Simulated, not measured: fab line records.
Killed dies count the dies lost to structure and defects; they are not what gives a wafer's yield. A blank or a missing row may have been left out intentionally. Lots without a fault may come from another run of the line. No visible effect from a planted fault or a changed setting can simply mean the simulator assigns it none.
Chamber matching	flow nandHarc	NHARC_A_STAIRCASE_ETCH_444 on rieDiel-07: 4 sister chambers
The step etches the open film in C4F8/O2, target depth 20400 nm, time 6800 s. 4 wafers are shown with their chamber, then 11 later ones without.

== EACH WAFER AND ITS CHAMBER ==
wafer	chamber	rfVppV (V)
L082.3	0	811
L086.2	2	808
L086.6	3	801
L089.3	1	814

== WAFERS WITH NO CHAMBER GIVEN ==
wafer	rfVppV (V)
L089.4	809
L089.6	814
L092.3	811
L092.5	812
L092.6	801
L094.4	808
L094.5	801
L094.6	809
L095.2	810
L095.4	811
L095.5	813

== CHAMBER TAKEN BY EACH ==
wafer	from the rows above	in truth
L089.4	can't be placed: 2 or 0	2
L089.6	1	1
L092.3	0	0
L092.5	can't be placed: 0 or 1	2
L092.6	3	3
L094.4	2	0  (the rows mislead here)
L094.5	3	3
L094.6	can't be placed: 2 or 0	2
L095.2	can't be placed: 0 or 2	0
L095.4	0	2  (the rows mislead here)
L095.5	can't be placed: 1 or 0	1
Correctly placed: 4 of 11. From these rows, 5 cannot be placed; in 4 the true chamber is one of the candidates. Number placed wrongly: 2.
How it was worked out, from the rows above alone: a wafer's distance from a chamber is the root of the sum, over the readings, of the square of ((its reading less the chamber's mean) divided by the reading's scatter). If the next closest chamber is less than 2 further off than the closest, the wafer can't be placed; otherwise it belongs to the closest. Each chamber's mean is taken over the wafers shown for it. The scatter: root of mean squared gap, hidden wafer to nearest shown wafer, with one shown wafer a chamber.
